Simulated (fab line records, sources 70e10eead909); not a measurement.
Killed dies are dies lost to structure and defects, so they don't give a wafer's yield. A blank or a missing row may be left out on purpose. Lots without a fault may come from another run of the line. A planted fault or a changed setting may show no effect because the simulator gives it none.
A struck lot beside a sound one | flow nand_harc | 23 steps out of a route of 1159
Sound: wafers L919.1, L919.5, L919.6. Struck: wafers L931.1, L931.2, L931.6. The cause comes at the end.
At each step with rows: each side's tool, then ch and its chambers, then its first start. Under that, the readings that differ: sound wafers | struck wafers | difference of the means | sigmas: that difference in standard deviations of wafers without a fault.
alike: readings whose means differ by less than 2 such deviations, and words and numbers that are the same on both sides. not compared: withheld readings, readings that some wafer has no value for, bounds like >300 that may hide the same value, and numbers for which the record gives no deviation and whose values overlap.
The two part at a step that has a row with sigmas, a row that says differs or no value, or rows on one side only. Numbers that don't overlap but have no deviation are shown without sigmas and don't part them. A reading that every wafer of one side lacks parts them only if that side has two wafers or more.

first, 2 steps without rows for these wafers: NHARC_A_CHANNEL_HOLE_D1_ETCH_38 (etches the open film in CF4, target depth 39 nm, time 65 s); NHARC_A_CHANNEL_HOLE_D1_ETCH_39 (etches the open film in N2/H2, target depth 260 nm, time 325 s).
NHARC_A_CHANNEL_HOLE_D1_ETCH_34: etches the open film in CF4/CHF3, target depth 154 nm, time 77 s.
  sound on rie_diel-06 ch 2,3; struck on rie_diel-03 ch 0,2,3
  alike: bias_w, cf4_flow_sccm, drypump_motor_current_A, oes_product_au, rf_vpp_V, showerhead_plenum_p_Torr, throttle_valve_pct
  not compared: rf_hours_counter_h
then, 1 step without rows for these wafers: NHARC_A_CHANNEL_HOLE_D1_ETCH_16 (etches the open film in O2/COS, target depth 3100 nm, time 806 s).
NHARC_A_CHANNEL_HOLE_D1_CD_MEAS_18:
  sound on cd_sem-02, day 9 04:38; struck on cd_sem-02, day 12 20:29
  alike: cd_nm
then, 3 steps without rows for these wafers: NHARC_A_CHANNEL_HOLE_D1_ETCH_19 (etches the open film in C4F8/O2/Ar, time 34.5 s); NHARC_A_CHANNEL_HOLE_D1_ETCH_20 (etches the open film in C4F8/O2/Ar, time 361.9 s, target depth 1600 nm); NHARC_A_CHANNEL_HOLE_D1_ETCH_21 (etches the open film in C4F8/O2/Ar, time 514.3 s, target depth 1600 nm).
NHARC_A_CHANNEL_HOLE_D1_ETCH_22: etches the open film in C4F8/O2/Ar, time 666.7 s, target depth 1600 nm.
  sound on har_etch-01 ch 0,1, day 9 05:41; struck on har_etch-01 ch 0,1, day 13 00:06
  alike: c4f8_flow_sccm, chamber_pressure_mTorr, drypump_motor_current_A, showerhead_plenum_p_Torr, throttle_valve_pct
  not compared: rf_hours_counter_h
NHARC_A_CHANNEL_HOLE_D1_ETCH_23: etches the open film in C4F8/O2/Ar, time 819 s, target depth 1600 nm.
  sound on har_etch-01 ch 0,1, day 9 06:16; struck on har_etch-01 ch 0,1, day 13 00:40
  alike: c4f8_flow_sccm, chamber_pressure_mTorr, drypump_motor_current_A, showerhead_plenum_p_Torr, throttle_valve_pct
  not compared: rf_hours_counter_h
NHARC_A_CHANNEL_HOLE_D1_ETCH_24: etches the open film in C4F8/O2/Ar, time 906.2 s, target depth 1500 nm.
  sound on har_etch-01 ch 0,1, day 9 06:58; struck on har_etch-01 ch 0,1, day 13 01:22
  alike: c4f8_flow_sccm, chamber_pressure_mTorr, drypump_motor_current_A, showerhead_plenum_p_Torr, throttle_valve_pct
  not compared: rf_hours_counter_h
then, 1 step without rows for these wafers: NHARC_A_CHANNEL_HOLE_D1_ETCH_25 (etches the open film in C4F8/O2/Ar, time 1040.2 s, target depth 1500 nm).
NHARC_A_CHANNEL_HOLE_D1_ETCH_26: etches the open film in C4F8/O2/Ar, time 224.1 s, target depth 300 nm.
  sound on har_etch-01 ch 0,1, day 9 08:32; struck on har_etch-01 ch 0,1, day 13 03:01
  no value came back on the struck wafers for any of 5 readings (bias_v (V), c4f8_flow_sccm (sccm) and others); on the sound wafers bias_v (V) reads 302 305 306
  not compared: rf_hours_counter_h
then, 4 steps without rows for these wafers: NHARC_A_CHANNEL_HOLE_D1_ETCH_33 (etches the open film in C4F8/O2/Ar, time 90 s, target depth 400 nm); NHARC_A_CHANNEL_HOLE_D1_STRIP_41 (strips in N2/H2); NHARC_A_CHANNEL_HOLE_D1_STRIP_42 (strips in CF4/CHF3); NHARC_A_CHANNEL_HOLE_D1_STRIP_43 (strips in O2/COS).
NHARC_A_CHANNEL_HOLE_D1_ETCH_44: etches the open film in CF4/O2, target depth 140 nm, overetch 14 nm, time 77 s.
  sound on rie_diel-06 ch 2,3, day 9 09:29; struck on rie_diel-06 ch 2,3, day 13 03:58
  alike: bias_w, cf4_flow_sccm, drypump_motor_current_A, oes_product_au, rf_vpp_V, showerhead_plenum_p_Torr, throttle_valve_pct
  not compared: rf_hours_counter_h
then, 3 steps without rows for these wafers: NHARC_A_CHANNEL_HOLE_D1_STRIP_27 (strips in O2); NHARC_A_CHANNEL_HOLE_D1_PRECLEAN_28 (cleans in SC1); NHARC_A_CHANNEL_HOLE_D1_SRD_29.
NHARC_A_CHANNEL_HOLE_D1_CD_MEAS_30:
  sound on cd_sem-01, day 9 10:24; struck on cd_sem-03, day 13 04:45
  reading    | sound          | struck         | difference | sigmas
  cd_nm (nm) | 90.1 89.1 89.3 | 91.7 91.6 92.2 | +2.3       | +2
NHARC_A_CHANNEL_HOLE_D1_XSEM_31:
  sound on xsem-02 ch 0, day 9 10:31; struck on xsem-01 ch 0
  reading        | sound          | struck         | difference                    | sigmas
  bot_cd_nm (nm) | 73.9 73.8 73.1 | 77.1 76.9 76.6 | +3.3                          | +3
  bow_nm (nm)    | 9.01 8.98 9.00 | - - -          | no value on the struck wafers |
  alike: tilt_deg

WHERE THEY PART
First at NHARC_A_CHANNEL_HOLE_D1_ETCH_26; last, within this record, at NHARC_A_CHANNEL_HOLE_D1_XSEM_31.

WHY: what the simulator had put in
Skipped step whole: har_etch-01, from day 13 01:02 on, at NHARC_A_CHANNEL_HOLE_D1_ETCH_26. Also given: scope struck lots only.
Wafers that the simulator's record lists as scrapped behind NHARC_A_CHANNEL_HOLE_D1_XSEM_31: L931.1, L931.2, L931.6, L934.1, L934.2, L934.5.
